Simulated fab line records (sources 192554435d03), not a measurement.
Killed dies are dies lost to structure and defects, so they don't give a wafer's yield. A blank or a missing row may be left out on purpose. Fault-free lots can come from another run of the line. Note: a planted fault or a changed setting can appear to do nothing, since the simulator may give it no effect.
fab line records -- flow n5Finfet
[record] lots = 11, wafers = 33, lastDay = 18
route steps=1938 shown FIN_CUT@182 STI_FIN_REVEAL@183 PASSIVATION@1936
lots with no fault: from the same line, run without faults
startH: the number of hours between the record's first day and the start of the first shown wafer of the lot -- waitH: time in hours since the lot's previous step -- " unchanged from the row above -- L1.1+2: several wafers, shown together as one row -- - no value, or no start was given -- * or withheld: withheld -- < > ~ a bound
route shown NAME@n: a module of which the file shows steps, and the number in the route of the first -- usual: the fault-free wafers' mean and standard deviation -- same: alike in all rows -- chamber/n: place in a boat -- sites: each site's reading -- _std_site: their standard deviation -- _edge_site: outer sites' mean less inner sites' -- radiusMm: for every site, how far away it sits from the centre of the wafer -- mask NAME#n: copy n -- behind: tool/chamber where the wafer was last shaped -- hold: the reason the lot was held/the length of the hold in hours/how it ended -- device: transistor that didn't switch, given as n, p or np -- end of line: tests run on the same wafers once the route is complete -- for a step that has no rows: nothing shown but its recipe -- killed: not the wafer's yield, but the dies lost to structure and defects at the first sort -- map: dies across one wafer; x = killed, . = not, _ = none there
set.NAME: the run value of the setting; set.NAME@STEP: its run value at that earlier step -- model.NAME: the simulator's own value behind a step, which no gauge read
steps of the route over a sample of lots; a table a step, a row a wafer
services: when a tool's chamber went out of use (startH, in hours from the record's first day, below 0 if earlier), for how many hours, and the reason
[[steps]]
[step N5_FIN_CUT_INSPECT_17]
[recipe] inspectInstrument = brightfield, mode = aei
[usual] rawDefectCount = 207/58
lot.wafer,tool,chamber,startH,waitH,rawDefectCount
L781.2,defectInspect-01,-,40.57,0.0,178
L781.3,defectInspect-01,-,40.57,0.0,264
L781.4,defectInspect-01,-,40.57,0.0,138
L782.1,defectInspect-02,-,47.93,0.0,235
L782.2,defectInspect-02,-,47.93,0.0,324
L782.4,defectInspect-02,-,47.93,0.0,213
L784.1,defectInspect-02,-,59.98,0.0,280
L784.3,defectInspect-02,-,59.98,0.0,193
L784.6,defectInspect-02,-,59.98,0.0,283
L787.3,defectInspect-01,-,75.98,0.0,291
L787.4,defectInspect-01,-,75.98,0.0,142
L787.5,defectInspect-01,-,75.98,0.0,176
L788.2,defectInspect-01,-,82.03,0.0,167
L788.5,defectInspect-01,-,82.03,0.0,239
L788.6,defectInspect-01,-,82.03,0.0,148
L797.1,defectInspect-02,-,136.64,0.0,163
L797.2,defectInspect-02,-,136.64,0.0,248
L797.3,defectInspect-02,-,136.64,0.0,195
L798.3,defectInspect-02,-,143.69,0.0,223
L798.4,defectInspect-02,-,143.69,0.0,167
L798.6,defectInspect-02,-,143.69,0.0,180
L799.1,defectInspect-02,-,148.32,0.0,220
L799.5,defectInspect-02,-,148.32,0.0,281
L799.6,defectInspect-02,-,148.32,0.0,216
L800.2,defectInspect-02,-,154.31,0.0,256
L800.3,defectInspect-02,-,154.31,0.0,234
L800.4,defectInspect-02,-,154.31,0.0,303
L801.2,defectInspect-01,-,160.11,0.0,227
L801.4,defectInspect-01,-,160.11,0.0,212
L801.6,defectInspect-01,-,160.11,0.0,165
L802.3,defectInspect-01,-,165.33,0.0,237
L802.5,defectInspect-01,-,165.33,0.0,242
L802.6,defectInspect-01,-,165.33,0.0,216
[step N5_STI_FIN_REVEAL_ALD_00]
[recipe] material = SiO2, targetThkA = 10, tempC = 300, aldPrecursorFamily = BDEAS, aldCoReactant = O2-plasma, pulseTimeS = 1, pressureTorr = 2
[usual] heaterPowerW = 486/55, precursorPulseHeightRel = 1.000/0.021
lot.wafer,tool,chamber,startH,waitH,heaterPowerW,precursorPulseHeightRel
L781.2,aldSin-03,3,40.60,0.0,427,0.991
L781.3,aldSin-03,1,40.60,0.0,430,1.038
L781.4,aldSin-03,0,40.60,0.0,595,1.018
L782.1,aldSin-03,0,47.97,0.0,583,0.991
L782.2,aldSin-03,1,47.97,0.0,432,0.996
L782.4,aldSin-03,2,47.97,0.0,460,0.974
L784.1,aldSin-02,2,60.02,0.0,549,1.016
L784.3,aldSin-02,1,60.02,0.0,565,1.004
L784.6,aldSin-02,2,60.02,0.0,564,1.011
L787.3,aldSin-01,1,76.03,0.0,444,0.994
L787.4,aldSin-01,0,76.03,0.0,469,1.041
L787.5,aldSin-01,1,76.03,0.0,452,0.997
L788.2,aldSin-02,0,82.06,0.0,522,0.983
L788.5,aldSin-02,1,82.06,0.0,566,0.979
L788.6,aldSin-02,0,82.06,0.0,514,1.009
L797.1,aldSin-03,1,136.68,0.0,431,1.032
L797.2,aldSin-03,0,136.68,0.0,598,1.014
L797.3,aldSin-03,3,136.68,0.0,430,1.004
L798.3,aldSin-02,1,143.72,0.0,532,0.980
L798.4,aldSin-02,0,143.72,0.0,524,0.981
L798.6,aldSin-02,3,143.72,0.0,429,0.971
L799.1,aldSin-03,2,148.35,0.0,468,0.993
L799.5,aldSin-03,0,148.35,0.0,590,1.002
L799.6,aldSin-03,1,148.35,0.0,432,1.001
L800.2,aldSin-01,0,154.34,0.0,478,0.994
L800.3,aldSin-01,3,154.34,0.0,497,0.978
L800.4,aldSin-01,2,154.34,0.0,464,0.996
L801.2,aldSin-03,1,160.15,0.0,439,1.021
L801.4,aldSin-03,0,160.15,0.0,610,1.011
L801.6,aldSin-03,2,160.15,0.0,477,1.024
L802.3,aldSin-01,0,165.36,0.0,479,1.025
L802.5,aldSin-01,3,165.36,0.0,495,1.015
L802.6,aldSin-01,0,165.36,0.0,470,0.996
[step N5_STI_FIN_REVEAL_ETCH_34]
[recipe] chemistry = H2, mode = isotropic, material = Si, target = Si, targetDepthA = 9.7, tempC = 20, pressureMtorr = 4.5, icpW = 300, biasW = 0, h2FlowSccm = 7.5, heFlowSccm = 142.5
[usual] biasW = 0/0, chamberPressureMTorr = 4.500/0.0042, drypumpMotorCurrentA = 5.9/0.32, heFlowSccm = 142.5/0.42, oesProductAu = 1.002/0.015, rfFwdPowerW = 296.5/1.4, throttleValvePct = 25.9/0.5
lot.wafer,tool,chamber,startH,waitH,biasW,chamberPressureMTorr,drypumpMotorCurrentA,heFlowSccm,oesProductAu,rfFwdPowerW,rfHoursCounterH,throttleValvePct
L781.2,rieSi-04,3,48.62,0.1,0,4.501,5.8,143.7,0.988,297.8,51,25.9
L781.3,rieSi-04,1,48.62,0.1,0,4.507,5.5,142.1,1.012,297.6,43,26.7
L781.4,rieSi-04,2,48.62,0.1,0,4.494,5.9,142.7,0.994,296.6,202,25.6
L782.1,rieSi-02,0,56.05,0.2,0,4.502,6.3,142.7,0.986,296.1,101,25.2
L782.2,rieSi-02,1,56.05,0.2,0,4.496,6.3,142.4,0.996,295.9,123,25.8
L782.4,rieSi-02,3,56.05,0.2,0,4.503,5.6,143.1,0.973,297.2,96,25.4
L784.1,rieSi-02,2,68.10,0.2,0,4.497,6.0,142.8,1.021,296.0,114,26.2
L784.3,rieSi-02,0,68.10,0.2,0,4.499,6.2,143.0,1.000,295.3,102,25.2
L784.6,rieSi-02,2,68.10,0.2,0,4.508,6.0,142.3,1.021,296.3,-,26.3
L787.3,rieSi-02,3,84.03,0.1,0,4.505,5.6,142.0,0.979,297.0,96,25.4
L787.4,rieSi-02,0,84.03,0.1,0,4.506,6.2,141.1,0.991,294.2,102,25.2
L787.5,rieSi-02,1,84.03,0.1,0,4.494,6.4,143.1,1.001,294.3,-,25.8
L788.2,rieSi-04,0,90.10,0.2,0,4.493,6.0,142.5,1.008,297.5,90,26.4
L788.5,rieSi-04,0,90.10,0.2,0,4.500,6.1,142.4,1.015,297.1,-,26.4
L788.6,rieSi-04,3,90.10,0.2,0,4.493,5.7,142.9,0.998,297.9,-,25.9
L797.1,rieSi-04,0,144.66,0.2,-,-,-,-,-,-,-,-
L797.2,rieSi-04,1,144.66,0.2,-,-,-,-,-,-,-,-
L797.3,rieSi-04,3,144.66,0.2,-,-,-,-,-,-,-,-
L798.3,rieSi-04,3,151.73,0.1,-,-,-,-,-,-,-,-
L798.4,rieSi-04,1,151.73,0.1,-,-,-,-,-,-,-,-
L798.6,rieSi-04,0,151.73,0.1,-,-,-,-,-,-,-,-
L799.1,rieSi-02,1,156.38,0.2,-,-,-,-,-,-,-,-
L799.5,rieSi-02,2,156.38,0.2,-,-,-,-,-,-,-,-
L799.6,rieSi-02,1,156.38,0.2,-,-,-,-,-,-,-,-
L800.2,rieSi-05,3,162.31,0.1,0,4.499,5.6,142.5,0.986,295.6,49,25.7
L800.3,rieSi-05,1,162.31,0.1,0,4.493,6.5,142.2,0.977,296.9,10,25.9
L800.4,rieSi-05,2,162.31,0.1,0,4.503,5.3,142.8,1.018,295.5,3,25.2
L801.2,rieSi-05,0,168.12,0.1,0,4.504,5.7,142.9,1.027,297.4,87,25.0
L801.4,rieSi-05,3,168.12,0.1,0,4.499,5.6,142.4,0.987,295.1,49,25.7
L801.6,rieSi-05,1,168.12,0.1,0,4.504,6.4,142.9,0.992,295.7,-,25.9
L802.3,rieSi-02,0,173.69,0.1,0,4.497,6.2,142.3,0.982,296.0,104,25.2
L802.5,rieSi-02,2,173.69,0.1,0,4.502,6.0,142.1,1.007,296.3,-,26.3
L802.6,rieSi-02,3,173.69,0.1,0,4.499,5.6,142.5,0.983,297.7,-,25.4
[step N5_STI_FIN_REVEAL_OXIDATION_33]
[recipe] chemistry = O2_PLASMA_REMOTE, tempC = 150, timeS = 20, pressureMtorr = 1000, sourcePowerW = 2000, o2FlowSccm = 3000
[usual] drypumpMotorCurrentA = 5.6/0.33, heaterPowerW = 149/11, rfFwdPowerW = 1971/6.4
lot.wafer,tool,chamber,startH,waitH,drypumpMotorCurrentA,heaterPowerW,rfFwdPowerW,rfHoursCounterH
L781.2,plasmaAsher-01,0,49.03,0.0,6.0,157,1971,33
L781.3,plasmaAsher-01,0,49.03,0.0,6.0,162,1969,-
L781.4,plasmaAsher-01,1,49.03,0.0,5.6,153,1963,-
L782.1,plasmaAsher-02,0,56.46,0.0,5.8,147,1974,83
L782.2,plasmaAsher-02,1,56.46,0.0,5.0,134,1968,83
L782.4,plasmaAsher-02,1,56.46,0.0,5.1,132,1975,-
L784.1,plasmaAsher-02,1,68.51,0.0,5.0,133,1978,85
L784.3,plasmaAsher-02,0,68.51,0.0,5.7,144,1975,-
L784.6,plasmaAsher-02,1,68.51,0.0,5.1,135,1978,-
L787.3,plasmaAsher-01,0,84.59,0.0,5.9,163,1959,-
L787.4,plasmaAsher-01,1,84.59,0.0,5.6,160,1963,-
L787.5,plasmaAsher-01,0,84.59,0.0,5.9,165,1972,-
L788.2,plasmaAsher-01,1,90.52,0.0,5.6,154,1971,41
L788.5,plasmaAsher-01,1,90.52,0.0,5.6,156,1965,-
L788.6,plasmaAsher-01,0,90.52,0.0,5.9,163,1976,-
L797.1,plasmaAsher-01,0,145.07,0.0,6.0,159,1973,52
L797.2,plasmaAsher-01,1,145.07,0.0,5.6,155,1968,52
L797.3,plasmaAsher-01,1,145.07,0.0,5.6,154,1968,-
L798.3,plasmaAsher-02,0,152.16,0.0,5.7,145,1971,-
L798.4,plasmaAsher-02,1,152.16,0.0,5.1,134,1987,-
L798.6,plasmaAsher-02,1,152.16,0.0,5.1,132,1979,-
L799.1,plasmaAsher-02,1,156.79,0.0,5.0,134,1971,103
L799.5,plasmaAsher-02,0,156.79,0.0,5.8,141,1979,-
L799.6,plasmaAsher-02,1,156.79,0.0,5.1,136,1976,-
L800.2,plasmaAsher-02,0,162.72,0.0,5.7,143,1970,104
L800.3,plasmaAsher-02,0,162.72,0.0,5.8,142,1979,-
L800.4,plasmaAsher-02,1,162.72,0.0,5.0,135,1973,-
L801.2,plasmaAsher-01,1,168.55,0.0,5.6,156,1974,57
L801.4,plasmaAsher-01,1,168.55,0.0,5.5,154,1958,-
L801.6,plasmaAsher-01,0,168.55,0.0,6.0,164,1964,-
L802.3,plasmaAsher-01,1,174.18,0.0,5.5,154,1962,-
L802.5,plasmaAsher-01,1,174.18,0.0,5.5,154,1968,-
L802.6,plasmaAsher-01,0,174.18,0.0,5.9,162,1971,-
[step N5_STI_FIN_REVEAL_CD_MEAS_22]
[recipe] targetCdNm = 6.238, pitchNm = 28, polarity = line
[usual] cdNm = 6.31/0.26
lot.wafer,tool,chamber,startH,waitH,cdNm
L781.2,cdSem-03,-,49.20,0.0,6.28
L781.3,cdSem-03,-,49.20,0.0,6.11
L781.4,cdSem-03,-,49.20,0.0,5.85
L782.1,cdSem-01,-,56.63,0.0,6.33
L782.2,cdSem-01,-,56.63,0.0,6.30
L782.4,cdSem-01,-,56.63,0.0,5.73
L784.1,cdSem-01,-,68.67,0.0,6.31
L784.3,cdSem-01,-,68.67,0.0,6.83
L784.6,cdSem-01,-,68.67,0.0,6.13
L787.3,cdSem-02,-,84.79,0.0,6.30
L787.4,cdSem-02,-,84.79,0.0,6.66
L787.5,cdSem-02,-,84.79,0.0,6.50
L788.2,cdSem-01,-,90.73,0.0,6.13
L788.5,cdSem-01,-,90.73,0.0,6.50
L788.6,cdSem-01,-,90.73,0.0,6.23
L797.1,cdSem-03,-,145.24,0.0,7.71
L797.2,cdSem-03,-,145.24,0.0,7.92
L797.3,cdSem-03,-,145.24,0.0,7.71
L798.3,cdSem-02,-,152.31,0.0,7.89
L798.4,cdSem-02,-,152.31,0.0,7.69
L798.6,cdSem-02,-,152.31,0.0,7.91
L799.1,cdSem-01,-,156.95,0.0,7.94
L799.5,cdSem-01,-,156.95,0.0,7.51
L799.6,cdSem-01,-,156.95,0.0,7.96
L800.2,cdSem-01,-,162.88,0.0,6.31
L800.3,cdSem-01,-,162.88,0.0,6.03
L800.4,cdSem-01,-,162.88,0.0,6.61
L801.2,cdSem-02,-,168.71,0.0,6.18
L801.4,cdSem-02,-,168.71,0.0,6.37
L801.6,cdSem-02,-,168.71,0.0,6.13
L802.3,cdSem-02,-,174.38,0.0,6.23
L802.5,cdSem-02,-,174.38,0.0,6.23
L802.6,cdSem-02,-,174.38,0.0,6.82
[step N5_PASSIVATION_PROBE_49]
[usual] killed_at_M0_to_M3 = 36/10, killed_at_M4_up = 13/5.5, killedAtContacts = 12/5.6, killedAtFrontEnd = 42/12, killedAtOther = 4/3.2, killedDies = 108/18, killedOpen = 71/13, killedShort = 34/7.8
[same] grossDies = 1180, killedAtBackSide = 0
lot.wafer,tool,chamber,startH,waitH,killed_at_M0_to_M3,killed_at_M4_up,killedAtContacts,killedAtFrontEnd,killedAtOther,killedDies,killedOpen,killedShort
L781.2,prober-01,-,271.75,0.1,43,13,14,53,4,127,95,32
L781.3,prober-01,-,271.80,0.1,44,12,14,47,0,117,77,40
L781.4,prober-01,-,271.85,0.2,35,17,6,39,3,100,69,31
L782.1,prober-02,-,283.34,0.0,35,15,12,49,8,119,80,38
L782.2,prober-02,-,283.39,0.1,42,21,3,39,2,107,81,23
L782.4,prober-02,-,283.49,0.2,33,25,11,43,4,116,81,30
L784.1,prober-01,-,289.78,0.0,30,16,18,28,3,95,69,25
L784.3,prober-01,-,289.88,0.1,56,1,5,58,4,124,77,39
L784.6,prober-01,-,290.03,0.3,44,6,4,42,7,103,70,26
L787.3,prober-01,-,320.25,0.1,22,17,5,35,2,81,52,28
L787.4,prober-01,-,320.30,0.2,27,5,2,19,2,55,30,23
L787.5,prober-01,-,320.35,0.2,25,8,10,53,0,96,53,38
L788.2,prober-01,-,339.71,0.1,46,14,21,24,3,108,74,32
L788.5,prober-01,-,339.86,0.2,35,10,30,54,2,131,89,40
L788.6,prober-01,-,339.91,0.3,58,17,15,30,1,121,84,36
L799.1,prober-02,-,398.95,0.0,38,19,12,45,0,114,71,42
L799.5,prober-02,-,399.15,0.2,40,8,10,57,2,117,71,46
L799.6,prober-02,-,399.20,0.3,41,9,20,46,6,122,83,38
L798.3,prober-01,-,399.21,0.1,40,8,5,46,13,112,72,38
L798.4,prober-01,-,399.26,0.2,39,11,7,23,7,87,55,28
L798.6,prober-01,-,399.36,0.3,34,10,10,45,6,105,71,31
L797.1,prober-01,-,400.90,0.0,28,17,5,33,7,90,60,27
L797.2,prober-01,-,400.95,0.1,29,13,11,48,1,102,61,27
L797.3,prober-01,-,401.00,0.1,31,7,6,25,3,72,51,20
L800.2,prober-01,-,410.77,0.1,33,17,16,42,1,109,72,32
L800.3,prober-01,-,410.82,0.1,52,20,19,59,4,154,106,47
L800.4,prober-01,-,410.87,0.2,30,12,26,37,0,105,74,30
L802.3,prober-01,-,440.56,0.1,33,17,14,55,8,127,84,41
L802.5,prober-01,-,440.66,0.2,34,7,18,35,9,103,61,42
L802.6,prober-01,-,440.71,0.3,15,14,17,45,3,94,61,32
L801.2,prober-01,-,440.81,0.4,72,13,19,51,1,156,106,50
L801.4,prober-01,-,440.91,0.5,60,21,12,46,3,142,98,43
L801.6,prober-01,-,441.01,0.6,49,12,16,45,5,127,86,41
// killed by level:class
L781.2 STI_FIN_REVEAL:geometricParticle:open=30 MOL_CONTACT_COAG:geometricParticle:open=11 BEOL_M2:geometricParticle:open=10 GATE_CUT:geometricParticle:short=8 BEOL_M3:geometricParticle:open=8 BEOL_M4:geometricParticle:open=8 BEOL_M0_SAQP:geometricParticle:open=7 BEOL_M0_SAQP:geometricParticle:short=6
L781.3 BEOL_M0_SAQP:geometricParticle:open=13 FIN_SAQP:geometricParticle:open=12 MOL_CONTACT_COAG:geometricParticle:open=11 BEOL_M0_SAQP:geometricParticle:short=11 STI_FIN_REVEAL:geometricParticle:open=9 BEOL_M4:geometricParticle:open=9 BEOL_M3:geometricParticle:short=7 BEOL_M3:geometricParticle:open=6
L781.4 STI_FIN_REVEAL:geometricParticle:open=15 BEOL_M0_SAQP:geometricParticle:open=10 BEOL_M4:geometricParticle:open=9 BEOL_M3:geometricParticle:short=6 MOL_CONTACT_COAG:geometricParticle:open=6 DUMMY_GATE:geometricParticle:open=4 BEOL_M1:geometricParticle:short=4 BEOL_M2:geometricParticle:open=4
L782.1 MOL_CONTACT_COAG:geometricParticle:open=12 FIN_SAQP:geometricParticle:open=10 STI_FIN_REVEAL:geometricParticle:open=9 BEOL_M0_SAQP:geometricParticle:short=6 BEOL_M2:geometricParticle:open=6 BEOL_M3:geometricParticle:open=6 FIN_SAQP:geometricParticle:short=5 BEOL_M7:geometricParticle:open=5
L782.2 BEOL_M1:geometricParticle:open=16 STI_FIN_REVEAL:geometricParticle:open=15 BEOL_M4:geometricParticle:open=11 FIN_SAQP:geometricParticle:open=8 BEOL_M0_SAQP:geometricParticle:open=7 BEOL_M2:geometricParticle:open=7 FIN_SAQP:geometricParticle:short=4 BEOL_M0_SAQP:geometricParticle:short=4
L782.4 BEOL_M2:geometricParticle:open=13 FIN_SAQP:geometricParticle:open=10 BEOL_M4:geometricParticle:open=10 STI_FIN_REVEAL:geometricParticle:open=8 MOL_CONTACT_COAG:geometricParticle:open=8 BEOL_M0_SAQP:geometricParticle:short=8 FIN_SAQP:geometricParticle:short=5 BEOL_M1:geometricParticle:open=5
L784.1 MOL_CONTACT_COAG:geometricParticle:open=17 BEOL_M2:geometricParticle:open=7 FIN_SAQP:geometricParticle:open=6 BEOL_M0_SAQP:geometricParticle:short=6 BEOL_M0_SAQP:geometricParticle:open=6 BEOL_M1:geometricParticle:open=6 DUMMY_GATE:geometricParticle:open=4 STARTING-WAFER:geometricParticle:open=4
L784.3 FIN_SAQP:geometricParticle:open=19 BEOL_M2:geometricParticle:open=18 FIN_SAQP:geometricParticle:short=9 BEOL_M0_SAQP:geometricParticle:short=9 BEOL_M0_SAQP:geometricParticle:open=8 BEOL_M1:geometricParticle:open=8 HKMG_FIN:areaEtch=8 STI_FIN_REVEAL:geometricParticle:open=4
L784.6 BEOL_M2:geometricParticle:open=13 FIN_SAQP:geometricParticle:open=9 STI_FIN_REVEAL:geometricParticle:open=9 BEOL_M0:geometricParticle:open=9 HKMG_FIN:areaEtch=7 BEOL_M0_SAQP:geometricParticle:open=6 BEOL_M0_SAQP:geometricParticle:short=5 BEOL_M5:geometricParticle:open=4
L787.3 FIN_SAQP:geometricParticle:open=10 BEOL_M0_SAQP:geometricParticle:short=8 BEOL_M4:geometricParticle:open=6 FIN_SAQP:geometricParticle:short=4 DUMMY_GATE:geometricParticle:open=4 BEOL_M5:geometricParticle:open=4 ILD0:geometricParticle:short=3 MOL_CONTACT_COAG:geometricParticle:open=3
L787.4 BEOL_M0_SAQP:geometricParticle:short=8 BEOL_M0_SAQP:geometricParticle:open=5 DUMMY_GATE:geometricParticle:open=4 FIN_SAQP:geometricParticle:open=3 BEOL_M1:geometricParticle:open=3 BEOL_M3:geometricParticle:open=3 FIN_CUT:geometricParticle:short=2 MOL_CONTACT_COAG:geometricParticle:open=2
L787.5 FIN_SAQP:geometricParticle:open=17 FIN_SAQP:geometricParticle:short=12 BEOL_M2:geometricParticle:open=9 MOL_CONTACT_COAG:geometricParticle:open=5 MOL_CONTACT_COAG:geometricParticle:short=5 GATE_CUT:geometricParticle:short=4 BEOL_M0_SAQP:geometricParticle:short=4 BEOL_M3:geometricParticle:open=4
L788.2 MOL_CONTACT_COAG:geometricParticle:open=17 BEOL_M3:geometricParticle:open=12 BEOL_M2:geometricParticle:open=10 BEOL_M1:geometricParticle:open=7 STI_FIN_REVEAL:geometricParticle:open=6 BEOL_M3:geometricParticle:short=5 STARTING-WAFER:geometricParticle:short=4 MOL_CONTACT_COAG:geometricParticle:short=4
L788.5 MOL_CONTACT_COAG:geometricParticle:open=26 STI_FIN_REVEAL:geometricParticle:open=17 FIN_SAQP:geometricParticle:short=11 BEOL_M2:geometricParticle:open=8 BEOL_M3:geometricParticle:open=8 FIN_SAQP:geometricParticle:open=7 STI_FIN_REVEAL:geometricParticle:short=4 MOL_CONTACT_COAG:geometricParticle:short=4
L788.6 BEOL_M3:geometricParticle:open=16 MOL_CONTACT_COAG:geometricParticle:open=14 BEOL_M1:geometricParticle:open=12 BEOL_M0_SAQP:geometricParticle:short=9 BEOL_M0_SAQP:geometricParticle:open=8 BEOL_M2:geometricParticle:open=7 BEOL_M4:geometricParticle:open=7 FIN_SAQP:geometricParticle:short=6
L799.1 BEOL_M0_SAQP:geometricParticle:short=13 MOL_CONTACT_COAG:geometricParticle:open=11 STI_FIN_REVEAL:geometricParticle:open=10 BEOL_M4:geometricParticle:open=9 FIN_SAQP:geometricParticle:open=7 BEOL_M0_SAQP:geometricParticle:open=7 FIN_SAQP:geometricParticle:short=6 GATE_CUT:geometricParticle:short=5
L799.5 FIN_SAQP:geometricParticle:short=17 FIN_SAQP:geometricParticle:open=13 BEOL_M0_SAQP:geometricParticle:short=11 BEOL_M0_SAQP:geometricParticle:open=10 MOL_CONTACT_COAG:geometricParticle:open=8 BEOL_M2:geometricParticle:open=7 BEOL_M1:geometricParticle:open=5 STARTING-WAFER:geometricParticle:short=4
L799.6 MOL_CONTACT_COAG:geometricParticle:open=15 BEOL_M0_SAQP:geometricParticle:short=13 BEOL_M0_SAQP:geometricParticle:open=11 BEOL_M2:geometricParticle:open=10 FIN_SAQP:geometricParticle:open=9 STI_FIN_REVEAL:geometricParticle:open=9 FIN_SAQP:geometricParticle:short=6 BEOL_M3:geometricParticle:open=6
L798.3 FIN_SAQP:geometricParticle:short=14 FIN_SAQP:geometricParticle:open=11 BEOL_M0_SAQP:geometricParticle:short=11 BEOL_M2:geometricParticle:open=9 BEOL_M0_SAQP:geometricParticle:open=8 MIM_TOP_ETCH:geometricParticle:open=7 STI_FIN_REVEAL:geometricParticle:open=7 MOL_CONTACT_COAG:geometricParticle:open=5
L798.4 BEOL_M1:geometricParticle:open=11 BEOL_M0_SAQP:geometricParticle:short=10 MOL_CONTACT_COAG:geometricParticle:open=7 BEOL_M0_SAQP:geometricParticle:open=6 BEOL_M2:geometricParticle:open=6 BEOL_M5:geometricParticle:open=5 FIN_SAQP:geometricParticle:short=4 BEOL_M3:geometricParticle:open=4
L798.6 STI_FIN_REVEAL:geometricParticle:open=11 MOL_CONTACT_COAG:geometricParticle:open=7 BEOL_M0_SAQP:geometricParticle:short=6 SPACER0:geometricParticle:open=6 BEOL_M3:geometricParticle:open=6 FIN_SAQP:geometricParticle:open=5 BEOL_M0_SAQP:geometricParticle:open=5 BEOL_M1:geometricParticle:open=5
L797.1 BEOL_M1:geometricParticle:open=11 STI_FIN_REVEAL:geometricParticle:open=10 BEOL_M3:geometricParticle:open=8 GATE_CUT:geometricParticle:short=6 BEOL_M4:geometricParticle:open=6 FIN_SAQP:geometricParticle:open=4 MOL_CONTACT_COAG:geometricParticle:open=4 FIN_SAQP:geometricParticle:short=3
L797.2 MOL_CONTACT_COAG:geometricParticle:open=10 HKMG_FIN:areaEtch=10 STI_FIN_REVEAL:geometricParticle:open=8 FIN_SAQP:geometricParticle:short=7 BEOL_M0_SAQP:geometricParticle:open=7 FIN_SAQP:geometricParticle:open=5 BEOL_M1:geometricParticle:open=5 BEOL_M7:geometricParticle:open=4
L797.3 BEOL_M3:geometricParticle:open=11 MOL_CONTACT_COAG:geometricParticle:open=6 BEOL_M0_SAQP:geometricParticle:open=6 BEOL_M0_SAQP:geometricParticle:short=5 FIN_SAQP:geometricParticle:short=3 FIN_SAQP:geometricParticle:open=3 STI_FIN_REVEAL:geometricParticle:open=3 DUMMY_GATE:geometricParticle:open=3
L800.2 MOL_CONTACT_COAG:geometricParticle:open=13 BEOL_M3:geometricParticle:open=10 FIN_SAQP:geometricParticle:open=9 STI_FIN_REVEAL:geometricParticle:open=8 BEOL_M5:geometricParticle:open=8 FIN_SAQP:geometricParticle:short=7 BEOL_M0_SAQP:geometricParticle:short=7 BEOL_M2:geometricParticle:open=6
L800.3 BEOL_M2:geometricParticle:open=19 FIN_SAQP:geometricParticle:open=18 FIN_SAQP:geometricParticle:short=16 MOL_CONTACT_COAG:geometricParticle:open=13 BEOL_M4:geometricParticle:open=9 BEOL_M0_SAQP:geometricParticle:open=9 DUMMY_GATE:geometricParticle:open=7 MOL_CONTACT_COAG:geometricParticle:short=6
L800.4 MOL_CONTACT_COAG:geometricParticle:open=21 FIN_SAQP:geometricParticle:open=10 BEOL_M2:geometricParticle:open=10 FIN_SAQP:geometricParticle:short=9 MOL_CONTACT_COAG:geometricParticle:short=5 BEOL_M4:geometricParticle:open=5 STI_FIN_REVEAL:geometricParticle:open=4 BEOL_M0_SAQP:geometricParticle:short=4
L802.3 FIN_SAQP:geometricParticle:open=13 FIN_SAQP:geometricParticle:short=10 BEOL_M3:geometricParticle:open=10 BEOL_M0_SAQP:geometricParticle:open=10 STI_FIN_REVEAL:geometricParticle:open=9 MOL_CONTACT_COAG:geometricParticle:open=9 BEOL_M4:geometricParticle:open=7 MOL_CONTACT_COAG:geometricParticle:short=5
L802.5 MOL_CONTACT_COAG:geometricParticle:open=13 BEOL_M0_SAQP:geometricParticle:short=13 BEOL_M0_SAQP:geometricParticle:open=8 FIN_SAQP:geometricParticle:short=7 STI_FIN_REVEAL:geometricParticle:open=7 FIN_SAQP:geometricParticle:open=6 BEOL_M4:geometricParticle:open=5 MOL_CONTACT_COAG:geometricParticle:short=5
L802.6 STI_FIN_REVEAL:geometricParticle:open=14 MOL_CONTACT_COAG:geometricParticle:open=14 BEOL_M4:geometricParticle:open=6 FIN_SAQP:geometricParticle:short=5 FIN_SAQP:geometricParticle:open=5 BEOL_M1:geometricParticle:short=5 DUMMY_GATE:geometricParticle:open=4 ILD0:geometricParticle:open=4
L801.2 BEOL_M0_SAQP:geometricParticle:open=19 FIN_SAQP:geometricParticle:short=16 STI_FIN_REVEAL:geometricParticle:open=16 BEOL_M3:geometricParticle:open=16 MOL_CONTACT_COAG:geometricParticle:open=15 BEOL_M1:geometricParticle:open=12 BEOL_M0_SAQP:geometricParticle:short=11 BEOL_M4:geometricParticle:open=8
L801.4 BEOL_M0_SAQP:geometricParticle:open=23 STI_FIN_REVEAL:geometricParticle:open=14 BEOL_M0_SAQP:geometricParticle:short=13 BEOL_M1:geometricParticle:open=11 MOL_CONTACT_COAG:geometricParticle:open=8 DUMMY_GATE:geometricParticle:open=7 STI_FIN_REVEAL:geometricParticle:short=6 BEOL_M4:geometricParticle:open=5
L801.6 STI_FIN_REVEAL:geometricParticle:open=16 BEOL_M0_SAQP:geometricParticle:open=14 BEOL_M0_SAQP:geometricParticle:short=14 MOL_CONTACT_COAG:geometricParticle:open=13 BEOL_M3:geometricParticle:open=9 BEOL_M4:geometricParticle:open=8 FIN_SAQP:geometricParticle:open=6 STARTING-WAFER:geometricParticle:short=5
[[services]]
tool,chamber,startH,hours,kind
plasmaAsher-02,-,23.89,4.4,repair
aldSin-03,2,32.14,6.8,repair
plasmaAsher-01,-,52.56,3.0,repair
rieSi-04,-,56.92,15.6,pm
rieSi-04,2,72.52,-,clean
rieSi-04,2,72.52,25.6,scheduledDown
rieSi-04,2,72.52,25.6,ventCycle
aldSin-02,2,81.06,5.4,repair
aldSin-02,-,86.44,14.0,pm
aldSin-02,0,86.44,14.0,ventCycle
aldSin-02,1,86.44,14.0,ventCycle
aldSin-02,3,86.44,14.0,ventCycle
plasmaAsher-02,-,88.29,2.8,pm
aldSin-02,0,100.44,-,clean
aldSin-02,1,100.44,-,clean
aldSin-02,2,100.44,-,clean
aldSin-02,3,100.44,-,clean
rieSi-05,-,130.48,14.6,pm
[[key]]
[firstSign] step = N5_STI_FIN_REVEAL_ETCH_34, reading = toolRecord, direction = missing
[effect] step = N5_STI_FIN_REVEAL_CD_MEAS_22, reading = cdNm, direction = up, sigmas = 5.7, usual = 6.31, struck = 7.80
metAt N5_STI_FIN_REVEAL_ETCH_34
struckLots L797,L798,L799
testerLeftOut L797,L798,L799
[baselineLoss] step = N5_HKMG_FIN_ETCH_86, wafers = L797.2
notActingAt N5_FIN_CUT_INSPECT_17,N5_STI_FIN_REVEAL_ALD_00,N5_STI_FIN_REVEAL_OXIDATION_33
onsetBetween 90.10 144.66
[fault] kind = skippedStepWhole, tool = rieSi-02,rieSi-04, chamber = -, onsetH = 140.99, steps = N5_STI_FIN_REVEAL_ETCH_34, scope = struckLotsOnly
// testerLeftOut: of these lots the tester's yield and bins aren't shown, on N5 and GAA mostly nor the transistor test; their killed dies are dies lost to structure and defects alone, not to doping, threshold or leakage, so they don't give the yield
// baselineLoss: these wafers lose ten dies or more at that step, a loss of the line's own and not of a fault; the sort's usual values leave them out
